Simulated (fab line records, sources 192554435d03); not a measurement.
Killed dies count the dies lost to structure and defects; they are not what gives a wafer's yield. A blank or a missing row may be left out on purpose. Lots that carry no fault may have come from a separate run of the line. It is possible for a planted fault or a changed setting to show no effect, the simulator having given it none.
Chamber matching    flow n5_finfet    N5_BEOL_M10_DESCUM_33 on rie_diel-02 has 3 sister chambers
The step chemistry O2, time 7.9 s. 6 wafers are shown with their chamber, then 7 later ones without.

WAFERS PAIRED WITH THEIR CHAMBERS
wafer   chamber  drypump_motor_current_A (A)  o2_flow_sccm (sccm)
L087.1  0        5.67                         223.9
L090.2  2        5.68                         225.1
L090.3  3        5.73                         224.2
L090.5  2        5.68                         224.0
L094.2  0        5.69                         224.5
L094.4  3        5.74                         225.4

WAFERS MISSING THEIR CHAMBER
wafer   drypump_motor_current_A (A)  o2_flow_sccm (sccm)
L094.6  5.68                         224.9
L095.1  5.73                         225.4
L095.2  5.68                         224.8
L095.4  5.66                         226.2
L097.2  5.74                         225.3
L097.5  5.70                         225.3
L097.6  5.73                         225.2

WHICH CHAMBER EACH WENT THROUGH
wafer   from the rows above           in truth
L094.6  can't be placed: 2 or 0       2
L095.1  3                             3
L095.2  can't be placed: 2 or 0       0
L095.4  can't be placed: 2 or 0       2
L097.2  3                             3
L097.5  can't be placed: 2 or 0 or 3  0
L097.6  3                             3
Correctly placed: 3 of 7. Not placeable from these rows: 4 (in 4, the candidates include the true chamber). Number placed wrongly: 0.
How it was worked out, from the rows above alone: a wafer's distance from a chamber is the root of the sum, over the readings, of the square of ((its reading less the chamber's mean) divided by the reading's scatter). The wafer belongs to the nearest chamber; if the next one is less than 2 further off, it can't be placed. The mean given for a chamber averages the wafers shown for that chamber. How the scatter is found: for the shown wafers, subtract from each reading the mean of its chamber, square and add these, divide the total by (wafers less chambers), then take the root.
